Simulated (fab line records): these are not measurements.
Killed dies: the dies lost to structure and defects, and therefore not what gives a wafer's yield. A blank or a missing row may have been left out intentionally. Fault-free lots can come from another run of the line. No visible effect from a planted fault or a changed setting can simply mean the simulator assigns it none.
2 desks looking at one fault | flow n5-finfet | numbers are kept per desk, each desk with only its own; the story behind them comes last

FROM THE METROLOGY DESK
Means of the sampled wafers that have a number, per lot and without regard to the tool the lot ran on: this is what the gauges read. If a lot's mean is further than 4 standard deviations from the usual mean, the lot is out of limits and carries the mark OUT (the distance appears in the brackets). 7 of its 11 readings are shown, namely those furthest out on some lot.
Columns: A = IOFF_N at N5_BEOL_M4_RC_MEAS_101, usual 0.16 nA/um; B = IOFF_P at N5_BEOL_M4_RC_MEAS_101, usual 0.21 nA/um; C = ION_N at N5_BEOL_M4_RC_MEAS_101, usual 675 uA/um; D = SS_N at N5_BEOL_M4_RC_MEAS_101, usual 71.6 mV/dec; E = SS_P at N5_BEOL_M4_RC_MEAS_101, usual 73.3 mV/dec; F = VT_N at N5_BEOL_M4_RC_MEAS_101, usual 250 mV; G = VT_P at N5_BEOL_M4_RC_MEAS_101, usual -251 mV
lot  | first seen here | A    | B    | C   | D    | E    | F   | G
L251 | day 4 09:05     | 0.20 | 0.24 | 686 | 71.5 | 73.8 | 246 | -249
L253 | day 5 00:05     | 0.16 | 0.21 | 673 | 71.6 | 72.6 | 249 | -251
L257 | day 5 23:20     | 0.22 | 0.27 | 690 | 72.1 | 73.8 | 244 | -247
L259 | day 6 11:27     | 0.13 | 0.20 | 670 | 70.8 | 72.7 | 251 | -250
L265 | day 7 23:10     | 0.19 | 0.19 | 683 | 71.7 | 73.5 | 249 | -254
L266 | day 8 03:17     | 0.18 | 0.18 | 690 | 72.0 | 73.3 | 247 | -255
L269 | day 8 21:19     | 0.18 | 0.25 | 679 | 72.1 | 73.5 | 249 | -248
L270 | day 9 03:47     | 0.19 | 0.24 | 680 | 72.0 | 74.3 | 249 | -247
L272 | day 9 16:57     | 0.19 | 0.24 | 685 | 71.6 | 73.1 | 247 | -248
Result from this desk: across the 9 lots, nothing is out of limits.

TOOL OWNER'S DESK, ald-metal-04
The tool's own readings at N5_HKMG_FIN_PWFM_ALD_03 (deposits TiN, target thk 2 nm, pulse time 1 s, purge time 3 s): means of the sampled wafers that have a number, for each lot that ran on this tool. If a lot's mean is further than 4 standard deviations from the usual mean, the lot is out of limits and carries the mark OUT (the distance appears in the brackets).
Columns: A = heater-power-w at N5_HKMG_FIN_PWFM_ALD_03, usual 853 W; B = precursor-pulse-height-rel at N5_HKMG_FIN_PWFM_ALD_03, usual 0.998
lot  | first seen here | A   | B
L251 | day 4 08:13     | 861 | 1.028
L259 | day 6 10:35     | 808 | 1.000
L265 | day 7 22:18     | 812 | 1.000
L266 | day 8 02:32     | 858 | 0.981
Result from this desk: across the 4 lots, nothing is out of limits.

TAKEN TOGETHER
The metrology desk saw nothing out of limits.
Nothing out of limits was seen by the tool owner's desk.

WHAT THE SIMULATOR HAD INSERTED
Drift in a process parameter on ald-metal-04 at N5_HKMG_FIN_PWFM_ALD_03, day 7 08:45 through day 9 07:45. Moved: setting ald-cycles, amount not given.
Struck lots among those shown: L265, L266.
